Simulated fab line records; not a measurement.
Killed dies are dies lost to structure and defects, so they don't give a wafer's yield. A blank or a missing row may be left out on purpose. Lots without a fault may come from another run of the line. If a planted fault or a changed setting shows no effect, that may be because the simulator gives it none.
Matching of chambers | flow n5Finfet | N5_GATE_CUT_HM_DEP_46 on pecvd-03 has 3 sister chambers
The step deposits SiO2 from TEOS/O2, target thk 130 nm, time 26.6 s. 6 wafers are shown with their chamber, then 12 later ones without.

WAFERS, EACH WITH ITS CHAMBER
wafer  | chamber | throttleValvePct (%) | heaterPowerW (W)
L085.1 | 0       | 18.0                 | 648
L085.5 | 2       | 18.7                 | 609
L085.6 | 1       | 19.1                 | 446
L088.3 | 0       | 18.3                 | 720
L088.5 | 1       | 19.1                 | 453
L088.6 | 2       | 18.5                 | 556

WAFERS MISSING THEIR CHAMBER
wafer  | throttleValvePct (%) | heaterPowerW (W)
L089.1 | 18.5                 | 577
L089.5 | 19.4                 | 447
L089.6 | 18.6                 | 663
L090.1 | 19.4                 | 442
L090.4 | 18.4                 | 546
L090.6 | 19.8                 | 446
L093.1 | 18.4                 | 521
L093.3 | 18.1                 | 685
L093.6 | 19.0                 | 346
L094.1 | 19.5                 | 392
L094.2 | 18.3                 | 635
L094.5 | 18.9                 | 608

CHAMBER TAKEN BY EACH
wafer  | from the rows above     | in truth
L089.1 | 2                       | 2
L089.5 | 1                       | 1
L089.6 | can't be placed: 2 or 0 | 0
L090.1 | 1                       | 1
L090.4 | 2                       | 2
L090.6 | 1                       | 1
L093.1 | 2                       | 2
L093.3 | 0                       | 0
L093.6 | 1                       | 1
L094.1 | 1                       | 1
L094.2 | can't be placed: 0 or 2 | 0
L094.5 | 2                       | 2
Correctly placed: 10 of 12. Unplaceable from these rows: 2, with the true chamber sitting among the candidates in 2. Placed wrongly: 0.
How it was worked out, from the rows above alone: a wafer's distance from a chamber is the root of the sum, over the readings, of the square of ((its reading less the chamber's mean) divided by the reading's scatter). If the next closest chamber is less than 2 further off than the closest, the wafer can't be placed; otherwise it belongs to the closest. The mean given for a chamber averages the wafers shown for that chamber. The scatter: the root of (the sum of the squares of (reading less its chamber's mean) over the shown wafers, divided by (wafers less chambers)).
